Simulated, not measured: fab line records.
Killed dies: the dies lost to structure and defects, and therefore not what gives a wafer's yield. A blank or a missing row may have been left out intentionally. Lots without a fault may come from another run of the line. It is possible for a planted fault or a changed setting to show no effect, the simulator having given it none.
Chamber matching	flow n5-finfet	3 sister chambers for N5_MOL_CONTACT_COAG_CO_FILL_22 on cvd-co-02
The step material Co, precursor CCTBA/H2, target thk 20 nm. 18 wafers are shown with their chamber, then 9 later ones without.

## WAFERS, EACH WITH ITS CHAMBER
wafer	chamber	heater-power-outer-w (W)	heater-power-w (W)
L081.1	1	121	242
L081.2	2	124	236
L081.5	1	119	242
L085.1	1	121	241
L085.4	1	119	243
L085.5	2	120	236
L087.1	1	122	240
L087.4	0	133	267
L087.5	1	122	242
L088.2	1	120	235
L088.4	1	117	246
L088.6	2	122	241
L089.2	1	119	246
L089.4	0	139	261
L089.6	2	122	244
L091.1	0	138	266
L091.2	2	124	229
L091.6	0	138	260

SIGNATURES (means of the wafers above)
reading	chamber 0	chamber 1	chamber 2	scatter within a chamber
heater-power-outer-w	137.00	120.00	122.40	1.92
heater-power-w	263.50	241.89	237.20	4.12
Rule: a wafer's distance from a chamber is the root of the sum, over the readings, of the square of ((its reading less the chamber's mean) divided by the reading's scatter). If the next closest chamber is less than 2 further off than the closest, the wafer can't be placed; otherwise it belongs to the closest. The scatter: take each reading less its chamber's mean, square it, sum over the shown wafers, divide by the number of wafers less the number of chambers, and take the root.

## WAFERS WITHOUT THEIR CHAMBER
wafer	heater-power-outer-w (W)	heater-power-w (W)
L094.1	123	237
L094.2	138	263
L094.4	135	260
L096.1	128	242
L096.2	122	246
L096.3	133	264
L097.1	122	242
L097.2	138	269
L097.6	124	239

## THE CHAMBER EACH PASSED THROUGH
wafer	from the rows above	in truth
L094.1	can't be placed: 2 or 1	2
L094.2	0	0
L094.4	0	0
L096.1	can't be placed: 2 or 1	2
L096.2	can't be placed: 1 or 2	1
L096.3	0	0
L097.1	can't be placed: 1 or 2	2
L097.2	0	0
L097.6	can't be placed: 2 or 1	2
Placed correctly: 4 of 9. From these rows, 5 cannot be placed; in 5 the true chamber is one of the candidates. Number placed wrongly: 0.
